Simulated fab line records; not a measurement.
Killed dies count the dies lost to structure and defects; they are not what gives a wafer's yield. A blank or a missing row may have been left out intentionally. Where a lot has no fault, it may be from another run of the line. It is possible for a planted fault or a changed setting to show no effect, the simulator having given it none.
Which tool is to blame? | flow nand_harc | Sampling: 11 lots, 33 wafers, 6 of 1159 route steps

== WHAT THE GAUGES SHOWED, per wafer ==
NHARC_END_SORT_01.
lot  | measured     | on        | killed_at_array | killed_at_other | killed_at_periphery | killed_dies | killed_open | killed_short
L959 | day 25 06:07 | prober-02 | 20 40 40        | 0 0 0           | 7 7 4               | 27 47 44    | 2 4 2       | 2 5 1

== WHICH TOOL RAN EACH LOT (tool, then ch and the chambers of the sampled wafers, then the start) ==
lot  | NHARC_A_CONTACT_ETCH_89                       | NHARC_A_CONTACT_ETCH_138             | NHARC_A_CONTACT_ALD_18              | NHARC_A_CONTACT_CVD_19        | NHARC_A_CONTACT_CMP_20
L943 | rie_diel-13 ch 0,1,2, day 17 02:23 or earlier | har_cap_etch-01 ch 0,1, day 17 02:23 | ald_metal-01 ch 0,2,3, day 17 04:13 | cvd_w-01 ch 0,1, day 17 08:47 | cmp-02 ch 0,2,3, day 17 09:44
L945 | rie_diel-13 ch 0,1, day 17 03:49 or earlier   | har_cap_etch-03 ch 0,1, day 17 03:49 | ald_metal-04 ch 0,1, day 17 05:45   | cvd_w-01 ch 0,1, day 17 09:40 | cmp-01 ch 0,1,3, day 17 10:28
L946 | rie_diel-04 ch 1,2,3, day 17 04:23 or earlier | har_cap_etch-02 ch 0,1, day 17 04:23 | ald_metal-02 ch 0,1,2, day 17 06:45 | cvd_w-01 ch 0,1, day 17 10:49 | cmp-02 ch 1,2,3, day 17 11:47
L948 | rie_diel-04 ch 0,1, day 17 19:50 or earlier   | har_cap_etch-03 ch 0,1, day 17 19:50 | ald_metal-01 ch 0,3, day 17 21:32   | cvd_w-01 ch 0,1, day 17 23:57 | cmp-02 ch 0,1, day 18 00:43
L949 | rie_diel-04 ch 0,2,3, day 18 23:06 or earlier | har_cap_etch-01 ch 0,1, day 18 23:06 | ald_metal-02 ch 1,2,3, day 19 00:54 | cvd_w-01 ch 0,1, day 19 04:14 | cmp-01 ch 1,2, day 19 05:02
L954 | rie_diel-13 ch 1,2,3, day 19 13:34 or earlier | har_cap_etch-03 ch 0,1, day 19 13:34 | ald_metal-02 ch 0,1,3, day 19 15:23 | cvd_w-01 ch 0,1, day 19 15:50 | cmp-04 ch 0,1, day 19 20:38
L953 | rie_diel-04 ch 1,2, day 19 20:21 or earlier   | har_cap_etch-02 ch 0,1, day 19 20:21 | ald_metal-01 ch 0,1, day 19 22:11   | cvd_w-02 ch 0,1, day 19 22:38 | cmp-01 ch 0,3, day 19 23:17
L952 | rie_diel-04 ch 1,3, day 20 03:31 or earlier   | har_cap_etch-03 ch 0, day 20 03:31   | ald_metal-02 ch 2,3, day 20 05:19   | cvd_w-02 ch 0,1, day 20 08:26 | cmp-04 ch 1,3, day 20 09:21
L956 | rie_diel-04 ch 1,3, day 20 06:37 or earlier   | har_cap_etch-03 ch 0,1, day 20 06:37 | ald_metal-04 ch 0,2,3, day 20 08:25 | cvd_w-02 ch 0,1, day 20 09:11 | cmp-01 ch 0,3, day 20 10:04
L955 | rie_diel-04 ch 0,2,3, day 20 11:21 or earlier | har_cap_etch-01 ch 0,1, day 20 11:21 | ald_metal-02 ch 0,1,3, day 20 13:05 | cvd_w-02 ch 0,1, day 20 19:53 | cmp-04 ch 0,2,3, day 20 21:59
L959 | rie_diel-13 ch 0,2,3, day 21 00:19 or earlier | har_cap_etch-01 ch 0,1, day 21 00:19 | ald_metal-01 ch 0,1,3, day 21 02:03 | cvd_w-02 ch 0,1, day 21 13:49 | cmp-01 ch 0,1,3, day 21 16:23
- NHARC_A_CONTACT_ETCH_89: etches the open film in N2/H2, target depth 260 nm, time 475.3 s.
- NHARC_A_CONTACT_ETCH_138: etches the open film in C4F8/O2/Ar, time 132 s, target depth 1289 nm.
- NHARC_A_CONTACT_ALD_18: deposits TiN, target thk 3 nm, pulse time 1 s, ald cycles 150.
- NHARC_A_CONTACT_CVD_19: deposits W, target thk 300 nm, time 802 s.
- NHARC_A_CONTACT_CMP_20: polishes, t overpolish 30 s, target thk 300 nm.

== AS READ BY THE TOOLS THEMSELVES (means over the sampled wafers that have a number; for cases with no such wafer, the mark the record gives instead) ==
NHARC_A_CONTACT_ETCH_89.
lot  | tool        | drypump_motor_current_A (A) | n2_flow_sccm (sccm) | oes_product_au (a.u.) | rf_vpp_V (V) | showerhead_plenum_p_Torr (Torr) | throttle_valve_pct (%)
L943 | rie_diel-13 | 5.9                         | 149.9               | 1.002                 | 430.7        | 2.06                            | 14.173
L945 | rie_diel-13 | 5.4                         | 150.4               | 1.001                 | 428.0        | 1.97                            | 14.168
L946 | rie_diel-04 | 5.4                         | 150.5               | 0.996                 | 430.6        | 2.04                            | 14.164
L948 | rie_diel-04 | 5.7                         | 150.6               | 0.997                 | 432.6        | 2.11                            | 14.179
L949 | rie_diel-04 | 5.6                         | 149.4               | 1.000                 | 429.6        | 2.01                            | 14.168
L954 | rie_diel-13 | 5.7                         | 149.9               | 0.997                 | 428.8        | 1.99                            | 14.160
L953 | rie_diel-04 | 5.5                         | 150.3               | 1.003                 | 432.2        | 2.11                            | 14.171
L952 | rie_diel-04 | 5.3                         | 150.2               | 0.994                 | 431.2        | 2.09                            | 14.166
L956 | rie_diel-04 | 5.2                         | 149.8               | 0.999                 | 429.7        | 2.01                            | 14.171
L955 | rie_diel-04 | 5.6                         | 149.8               | 0.996                 | 429.9        | 2.00                            | 14.162
L959 | rie_diel-13 | 5.9                         | 149.8               | 0.998                 | 432.4        | 2.15                            | 14.171

NHARC_A_CONTACT_ALD_18.
lot  | tool         | heater_power_outer_w (W) | heater_power_w (W) | precursor_pulse_height_rel
L943 | ald_metal-01 | 672                      | 1071               | 1.006
L945 | ald_metal-04 | 672                      | 1050               | 0.981
L946 | ald_metal-02 | 728                      | 1105               | 0.997
L948 | ald_metal-01 | 653                      | 1035               | 1.008
L949 | ald_metal-02 | 725                      | 1103               | 1.009
L954 | ald_metal-02 | 712                      | 1090               | 0.995
L953 | ald_metal-01 | 723                      | 1130               | 0.998
L952 | ald_metal-02 | 723                      | 1100               | 1.012
L956 | ald_metal-04 | 663                      | 1068               | 0.994
L955 | ald_metal-02 | 711                      | 1081               | 1.025
L959 | ald_metal-01 | 743                      | 1102               | 1.018

NHARC_A_CONTACT_CVD_19.
lot  | tool     | heater_power_outer_w (W) | heater_power_w (W) | throttle_valve_pct (%)
L943 | cvd_w-01 | 288                      | 478                | 7.39
L945 | cvd_w-01 | 354                      | 565                | 7.46
L946 | cvd_w-01 | 341                      | 556                | 7.45
L948 | cvd_w-01 | 352                      | 553                | 7.48
L949 | cvd_w-01 | 348                      | 567                | 7.66
L954 | cvd_w-01 | 346                      | 569                | 7.59
L953 | cvd_w-02 | 286                      | 510                | 7.76
L952 | cvd_w-02 | 291                      | 508                | 7.72
L956 | cvd_w-02 | 267                      | 481                | 7.67
L955 | cvd_w-02 | 290                      | 507                | 7.71
L959 | cvd_w-02 | 270                      | 492                | 7.75

NHARC_A_CONTACT_CMP_20.
lot  | tool   | motor_current_A (A) | overpolish_run_s (s) | slurry_filter_dp_kPa (kPa) | time_to_endpoint_s (s)
L943 | cmp-02 | 12.1                | 30.005               | 13.50                      | 57
L945 | cmp-01 | 10.9                | 30.002               | 13.47                      | 59
L946 | cmp-02 | 12.6                | 29.993               | 13.37                      | 60
L948 | cmp-02 | 12.7                | 30.000               | 13.46                      | 64
L949 | cmp-01 | 12.3                | 29.996               | 13.39                      | 57
L954 | cmp-04 | 13.5                | 30.001               | 13.22                      | 124
L953 | cmp-01 | 11.4                | 29.998               | 13.47                      | 58
L952 | cmp-04 | 13.6                | 29.992               | 13.59                      | 64
L956 | cmp-01 | 10.6                | 30.007               | 13.53                      | 58
L955 | cmp-04 | 13.3                | 30.004               | 13.54                      | 122
L959 | cmp-01 | 11.2                | 30.000               | 13.68                      | 110

== THE ANSWER, worked out from the rows above alone ==
Rule: usual is defined by the lots themselves. The widest of any qualifying gaps counts: lots, ordered by their means at a reading, are off when they make up no more than a third of the lots, leave a main group of 4 or more, and stand apart from it by 3 or more times the standard deviation of that group's means. Not used: any main group whose means are identical at the precision the tables above print for the reading. A lot without any number at a reading at which 4 lots or more have one is off too. Where the step has rows for the other lots, those lots are counted as sound. After the gauges, taken in route order, come the tools' own readings; for these a lot's mean is taken, as printed above. At the first step where some lot is off, the reading lying furthest off is the one used; lots without a number count as furthest.
Off, at NHARC_A_CONTACT_CMP_20 on time_to_endpoint_s: L954, L955, L959. Main group: mean 60 s, sd 2.7.
If a tool, at that step or one of the process steps before it, ran each lot that is off and ran no sound lot following the first of them, it fits. With no start given for some of its lots, NHARC_A_CONTACT_ETCH_89 uses the hours and lot order of NHARC_A_CONTACT_ETCH_138. None of those tried fits.

== WHAT WAS PUT IN BY THE SIMULATOR ==
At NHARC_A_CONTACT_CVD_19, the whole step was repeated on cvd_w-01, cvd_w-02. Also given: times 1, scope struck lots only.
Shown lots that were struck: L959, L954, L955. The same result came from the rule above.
